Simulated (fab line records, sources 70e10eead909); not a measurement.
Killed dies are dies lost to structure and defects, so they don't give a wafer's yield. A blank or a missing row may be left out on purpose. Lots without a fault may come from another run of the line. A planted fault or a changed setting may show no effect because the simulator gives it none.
fab line records | flow nand_harc
record lots=12 wafers=36 last_day=33
route steps=1302 shown A_SGD_CUT@904 A_SLIT@922 END@1302
lots that met no fault: from a run of the same line without faults
start_h: hours from the record's first day to the start of the lot's first wafer shown | wait_h: hours since the lot's step before | " the same as in the row above | L1.1+2: a row that stands for several wafers | - no value, or no start given | * or withheld: withheld | < > ~ a bound
route shown NAME@n: a module of which the file shows steps, and the number in the route of the first | usual: mean/standard deviation of fault-free wafers | same: alike in all rows | chamber/n: place in a boat | sites: the reading at each site | _std_site: their standard deviation | _edge_site: outer sites' mean less inner sites' | radius_mm: how far each site lies from the wafer's centre | mask NAME#n: copy n | behind: the tool/chamber that last shaped the wafer | hold: why the lot was held/for how many hours/how that ended | device: the transistor (n, p or np) that didn't switch | end of line: the same wafers' tests at the end of the route | a step without rows: its recipe alone | killed: dies lost to structure and defects at the first sort, not the wafer's yield | map: a wafer's dies, x killed, . not, _ none there
set.NAME: the setting as run; set.NAME@STEP: as run at that earlier step | model.NAME: the simulator's own value behind a step, which no gauge read
steps of the route over a sample of lots; a table a step, a row a wafer
services: from which hour (start_h, from the record's first day; less than 0 if before it) a tool's chamber was out of use, for how many hours, and why
## steps
# step NHARC_A_SGD_CUT_DESCUM_14
# recipe time_s=3 o2_flow_sccm=200 ar_flow_sccm=0 bias_power_w=0 chemistry=O2
# usual drypump_motor_current_A=5.6/0.38 o2_flow_sccm=200.0/0.62 oes_product_au=0.997/0.012 rf_vpp_V=57.8/0.89 showerhead_plenum_p_Torr=1.92/0.089 throttle_valve_pct=11.310/0.0079
# columns lot.wafer tool chamber start_h wait_h drypump_motor_current_A o2_flow_sccm oes_product_au rf_hours_counter_h rf_vpp_V showerhead_plenum_p_Torr throttle_valve_pct
L483.1 rie_diel-03 0 440.24 0.1 5.7 199.7 1.007 13 56.6 1.81 11.316
L483.5 " 1 " " 5.7 200.7 1.007 - 57.3 1.99 11.311
L483.6 " 2 " " 5.0 200.3 1.016 - 59.1 1.87 11.291
L484.1 rie_diel-11 0 449.08 0.1 5.4 200.3 1.013 1 57.5 1.80 11.312
L484.3 " 1 " " 5.2 200.4 1.009 1 56.7 1.91 11.299
L484.6 " 2 " " 5.8 198.8 0.998 - 57.5 1.88 11.287
L486.4 rie_diel-09 1 459.77 0.1 5.9 199.3 1.008 7 58.3 1.99 11.319
L486.2 " 2 " " 5.2 200.3 1.019 7 56.9 2.05 11.303
L486.6 " 2 " " 5.2 200.7 1.006 - 58.9 2.05 11.315
L485.4 rie_diel-11 2 461.05 0.1 5.8 199.9 0.989 2 56.9 1.88 11.299
L485.2 " 3 " " 6.2 200.0 0.992 1 58.7 1.96 11.321
L485.6 " 1 " " 5.2 199.5 1.007 - 57.4 1.90 11.308
L488.3 rie_diel-03 0 500.93 0.1 5.7 199.7 0.987 3 59.0 1.81 11.320
L488.2 " 1 " " 5.7 198.9 1.006 3 57.7 1.98 11.311
L488.5 " 3 " " 6.1 199.3 0.991 - 56.9 1.80 11.299
L489.4 rie_diel-11 3 502.07 0.1 6.3 200.1 0.997 3 58.1 1.96 11.314
L489.6 " 3 " " 6.4 200.6 0.999 - 57.1 1.96 11.308
L489.5 " 0 " " 5.4 200.2 1.007 - 58.3 1.79 11.311
L490.2 rie_diel-09 0 516.65 0.1 5.3 200.7 0.982 0 57.8 1.93 11.311
L490.4 " 2 " " 5.2 199.6 1.005 0 57.9 2.05 11.313
L490.6 " 0 " " 5.3 199.4 0.971 - 57.6 1.93 11.310
L492.3 rie_diel-09 1 536.34 0.1 5.9 200.0 1.001 1 58.7 1.99 11.319
L492.2 " 2 " " 5.2 200.4 1.006 1 59.0 2.05 11.315
L492.6 " 3 " " 5.7 199.0 0.992 - 57.7 2.06 11.319
L491.4 rie_diel-11 1 536.48 0.1 5.2 200.5 1.008 6 59.7 1.90 11.309
L491.2 " 3 " " 6.3 199.9 0.994 5 58.1 1.95 11.304
L491.1 " 0 " " 5.4 200.3 1.001 5 57.7 1.79 11.314
L498.2 rie_diel-03 0 598.62 0.1 5.8 200.5 0.973 10 57.0 1.81 11.301
L498.1 " 1 " " 5.8 200.1 1.002 11 58.7 1.98 11.311
L498.5 " 3 " " 6.1 200.3 0.980 - 57.0 1.80 11.311
L502.4 rie_diel-11 0 627.13 0.1 5.4 200.6 0.999 0 56.0 1.79 11.318
L502.3 " 2 " " 5.8 200.6 1.026 0 57.9 1.88 11.312
L502.5 " 0 " " 5.4 199.6 1.003 - 58.2 1.79 11.313
L505.4 rie_diel-11 2 658.94 0.1 5.8 199.3 1.013 2 59.6 1.88 11.316
L505.5 " 3 " " 6.2 199.4 1.000 - 57.9 1.95 11.300
L505.6 " 0 " " 5.4 199.7 1.008 - 57.8 1.79 11.306
# step NHARC_A_SGD_CUT_DEP_20
# recipe target_thk_a=1500 temp_c=65 material=SiO2
# columns lot.wafer tool chamber start_h wait_h
L483.1+5+6 fcvd-02 1,1,0 441.33 -
L484.1+3+6 fcvd-01 1,1,0 450.39 -
L486.2+4+6 fcvd-01 0 460.93 -
L485.2+4+6 fcvd-01 1,0,0 462.19 0.1
L488.2+3+5 fcvd-02 0,0,1 502.05 -
L489.4+6+5 fcvd-01 1,0,1 503.27 -
L490.2+4+6 fcvd-02 0,1,1 517.77 -
L492.2+3+6 fcvd-01 0,1,1 537.44 -
L491.2+1+4 fcvd-02 1,0,0 537.60 -
L498.1+2+5 fcvd-02 1,0,0 599.74 -
L502.3+4+5 fcvd-02 1,0,1 628.29 -
L505.4+6+5 fcvd-01 0,0,1 660.09 -
# step NHARC_A_SGD_CUT_CMP_21
# recipe target_thk_nm=148.19
# usual motor_current_A=12.4/1.4 time_to_endpoint_s=50/4
# columns lot.wafer tool chamber start_h wait_h motor_current_A time_to_endpoint_s
L483.1 cmp-02 2 447.23 0.4 10.8 58
L483.6 " 2 " " 10.9 56
L483.5 " 3 " " 13.5 58
L484.3 cmp-01 0 455.42 0.4 10.9 53
L484.1 " 1 " " 15.0 50
L484.6 " 3 " " 10.7 55
L485.2 cmp-01 0 465.93 0.4 10.8 50
L485.4 " 3 " " 10.8 54
L485.6 " 0 " " 11.0 48
L486.4 cmp-02 1 465.93 0.4 14.1 51
L486.2 " 3 " " 12.8 54
L486.6 " 1 " " 14.3 56
L488.3 cmp-01 0 506.84 0.4 10.6 45
L488.2 " 1 " " 14.6 47
L488.5 " 0 " " 10.7 47
L489.4 cmp-02 0 506.84 0.4 11.2 44
L489.5 " 0 " " 11.6 45
L489.6 " 1 " " 13.9 53
L490.2 cmp-01 3 522.56 0.4 11.1 50
L490.4 " 0 " " 10.9 44
L490.6 " 0 " " 11.4 43
L492.3 cmp-01 2 542.08 0.4 12.8 52
L492.2 " 3 " " 10.9 57
L492.6 " 3 " " 11.0 55
L491.2 cmp-04 2 542.08 0.4 12.2 49
L491.1 " 3 " " 12.9 49
L491.4 " 1 " " 12.7 47
L498.1 cmp-02 0 603.41 0.4 11.1 42
L498.2 " 1 " " 14.0 47
L498.5 " 3 " " 13.3 53
L502.3 cmp-01 2 632.87 0.4 13.1 49
L502.4 " 3 " " 10.9 50
L502.5 " 3 " " 11.7 52
L505.4 cmp-02 1 665.21 0.4 14.4 54
L505.5 " 2 " " 11.1 56
L505.6 " 3 " " 13.0 53
# step NHARC_A_SGD_CUT_THK_MEAS_22
# recipe thk_meas_gauge=ellipsometry
# usual thk_nm=148.1/1.7
# columns lot.wafer tool chamber start_h wait_h thk_nm
L483.1 film_metro-02 - 447.49 0.2 149.2
L483.5 " - " " 146.4
L483.6 " - " " 147.8
L484.1 film_metro-02 - 455.64 0.2 148.0
L484.3 " - " " 147.0
L484.6 " - " " 150.7
L485.2 film_metro-02 - 466.19 0.2 147.5
L485.4 " - " " 148.7
L485.6 " - " " 149.4
L486.2 film_metro-01 - 466.19 0.2 150.0
L486.4 " - " " 149.2
L486.6 " - " " 149.2
L489.4 film_metro-01 - 507.09 0.2 145.6
L489.5 " - " " 143.7
L489.6 " - " " 146.5
L488.2 film_metro-02 - 507.10 0.2 147.7
L488.3 " - " " 146.4
L488.5 " - " " 149.4
L490.2 film_metro-02 - 522.82 0.2 146.8
L490.4 " - " " 147.7
L490.6 " - " " 146.4
L491.1 film_metro-01 - 542.33 0.2 151.6
L491.2 " - " " 147.5
L491.4 " - " " 149.3
L492.2 film_metro-02 - 542.34 0.2 147.7
L492.3 " - " " 148.0
L492.6 " - " " 147.0
L498.1 film_metro-01 - 603.64 0.2 136.4
L498.2 " - " " 145.8
L498.5 " - " " 147.4
L502.3 film_metro-02 - 633.12 0.2 147.1
L502.4 " - " " 138.2
L502.5 " - " " 144.2
L505.4 film_metro-02 - 665.39 0.2 149.6
L505.5 " - " " 153.5
L505.6 " - " " 151.3
# step NHARC_A_SLIT_DEP_25
# recipe target_thk_a=2000 temp_c=400 pressure_torr=6.5 rf_w=900 teos_flow_sccm=161.4 flow_sccm=2650 target_thk_nm=200 gas=O2 material=SiO2
# usual heater_power_w=590/96 throttle_valve_pct=15.9/0.76
# columns lot.wafer tool chamber start_h wait_h heater_power_w throttle_valve_pct
L483.1 pecvd-03 1 448.10 0.1 565 17.4
L483.5 " 1 " " 595 17.4
L483.6 " 2 " " 500 15.7
L484.1 pecvd-01 2 456.20 0.1 680 15.9
L484.3 " 0 " " 698 15.7
L484.6 " 0 " " 678 16.0
L486.2 pecvd-03 1 466.73 0.1 620 17.4
L486.4 " 1 " " 621 17.4
L486.6 " 2 " " 538 15.8
L485.2 pecvd-02 1 466.78 0.1 643 16.1
L485.6 " 1 " " 653 16.4
L485.4 " 2 " " 724 15.5
L489.4 pecvd-02 0 507.74 0.2 353 16.1
L489.5 " 1 " " 631 16.8
L489.6 " 2 " " 574 15.8
L488.3 pecvd-01 2 507.89 0.3 684 15.2
L488.2 " 0 " " 565 16.3
L488.5 " 2 " " 532 15.4
L490.2 pecvd-01 0 523.47 0.1 599 16.1
L490.6 " 1 " " 727 16.0
L490.4 " 0 " " 635 16.1
L492.3 pecvd-01 0 542.86 0.1 715 16.1
L492.2 " 1 " " 640 15.9
L492.6 " 0 " " 548 16.3
L491.1 pecvd-02 1 542.91 0.1 550 16.5
L491.2 " 2 " " 648 15.5
L491.4 " 0 " " 484 16.2
L498.1 pecvd-02 1 604.21 0.1 600 16.0
L498.2 " 2 " " 619 15.3
L498.5 " 1 " " 601 16.1
L502.3 pecvd-01 1 633.98 0.3 718 16.0
L502.4 " 0 " " 661 16.5
L502.5 " 1 " " 733 16.0
L505.4 pecvd-03 0 666.04 0.2 675 14.7
L505.6 " 0 " " 698 14.6
L505.5 " 1 " " 635 17.5
# step NHARC_END_SORT_01
# recipe temp_c=25
# usual killed_at_array=52/19 killed_at_other=1.0/1.2 killed_at_periphery=4.1/2.8 killed_dies=57/19 killed_open=3.1/1.7 killed_short=2.5/1.5
# same gross_dies=677
# columns lot.wafer tool chamber start_h wait_h killed_at_array killed_at_other killed_at_periphery killed_dies killed_open killed_short
L492.2 prober-02 0 662.86 2.8 31 4 3 38 2 2
L492.3 prober-02 0 663.65 3.1 47 2 9 58 5 4
L492.6 prober-02 0 666.02 4.0 54 2 1 57 6 0
L491.1 prober-01 0 666.72 2.5 24 0 5 29 4 4
L491.2 prober-01 0 667.51 2.8 29 0 6 35 3 4
L491.4 prober-01 0 669.10 3.4 19 1 1 21 3 2
# killed by level:class
L492.2 A_SLIT:chamber_film_flake=18 A_CHANNEL_HOLE_D1:chamber_film_flake=5 THIN_TSV:chamber_film_flake=4 A_CONTACT:chamber_film_flake=3 P_M0:geometric_particle:short=1 A_CHANNEL_FILL_D1:geometric_particle:short=1 A_DECK1_JOINT:geometric_particle:open=1 A_ONON_D2:geometric_particle:open=1
L492.3 A_CHANNEL_HOLE_D2:chamber_film_flake=23 A_SLIT:chamber_film_flake=7 P_GATE:chamber_film_flake=5 A_CONTACT:chamber_film_flake=4 A_ONON_D2:geometric_particle:open=3 A_CHANNEL_HOLE_D1:chamber_film_flake=3 P_STI:chamber_film_flake=2 THIN_TSV:chamber_film_flake=2
L492.6 A_SLIT:chamber_film_flake=23 A_CHANNEL_HOLE_D2:chamber_film_flake=10 A_CHANNEL_HOLE_D1:chamber_film_flake=8 A_ZERO_WELL:chamber_film_flake=4 A_CONTACT:chamber_film_flake=3 A_DECK1_JOINT:geometric_particle:open=2 THIN_TSV:chamber_film_flake=2 P_CONTACT:geometric_particle:open=1
L491.1 A_CHANNEL_HOLE_D1:chamber_film_flake=4 A_CONTACT:chamber_film_flake=4 A_CHANNEL_HOLE_D2:chamber_film_flake=3 A_WL_FILL:geometric_particle:short=2 A_BLC:geometric_particle:open=2 P_STI:chamber_film_flake=2 P_GATE:chamber_film_flake=2 A_SLIT:chamber_film_flake=2
L491.2 A_CHANNEL_HOLE_D1:chamber_film_flake=12 A_CHANNEL_HOLE_D2:chamber_film_flake=4 A_CONTACT:chamber_film_flake=4 P_CONTACT:geometric_particle:open=2 P_CONTACT:geometric_particle:short=1 P_M1:geometric_particle:short=1 A_ONON_D1:geometric_particle:short=1 A_CONTACT:geometric_particle:open=1
L491.4 A_CHANNEL_HOLE_D1:chamber_film_flake=10 A_CONTACT:chamber_film_flake=3 P_M2:geometric_particle:open=1 A_SOURCE_PLATE:geometric_particle:open=1 A_CHANNEL_HOLE_D1:geometric_particle:short=1 A_CHANNEL_FILL_D2:geometric_particle:short=1 A_CHANNEL_FILL_D2:geometric_particle:open=1 A_CHANNEL_HOLE_D2:chamber_film_flake=1
## services
# columns tool chamber start_h hours kind
cmp-02 - 428.57 4.0 pm
rie_diel-11 3 429.69 20.6 repair
pecvd-01 0 430.96 3.2 repair
rie_diel-11 - 432.56 9.0 pm
cmp-02 - 438.24 0.3 repair
fcvd-02 - 450.00 13.0 pm
cmp-02 - 460.97 1.4 repair
pecvd-01 - 468.72 4.3 repair
rie_diel-11 0 471.97 3.4 repair
cmp-01 - 481.01 4.0 pm
pecvd-01 - 492.40 13.0 pm
cmp-02 - 526.57 4.0 pm
fcvd-01 - 527.71 0.7 repair
fcvd-01 - 547.00 13.0 pm
rie_diel-11 3 552.48 1.9 repair
rie_diel-11 2 567.52 9.8 repair
cmp-01 - 579.01 4.0 pm
rie_diel-11 2 585.89 5.8 repair
rie_diel-11 - 609.56 9.0 pm
cmp-02 - 624.57 4.0 pm
fcvd-02 - 631.00 13.0 pm
fcvd-01 - 632.69 1.7 repair
fcvd-01 - 636.60 10.0 repair
rie_diel-11 3 651.71 1.2 repair
## key
first_sign step=NHARC_A_SGD_CUT_THK_MEAS_22 reading=thk_nm direction=down sigmas=6.3 usual=148.1 struck=137.3
effect none on later readings
met_at NHARC_A_SGD_CUT_DEP_20
struck_lots L498,L502
struck_wafers L498.1,L502.4
tester_left_out L498,L502
not_acting_at NHARC_A_SGD_CUT_DESCUM_14,NHARC_A_SGD_CUT_CMP_21,NHARC_A_SLIT_DEP_25
onset_between 537.60 599.74
fault kind=process_parameter_drift tool=fcvd-02 chamber=- onset_h=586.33 steps=NHARC_A_SGD_CUT_DEP_20 channel=target_thk_a offset=* shape=step end_h=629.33 scope=struck_wafers_only acts_in=* stated=*
# tester_left_out: of these lots the tester's yield and bins aren't shown, on N5 and GAA mostly nor the transistor test; their killed dies are dies lost to structure and defects alone, not to doping, threshold or leakage, so they don't give the yield
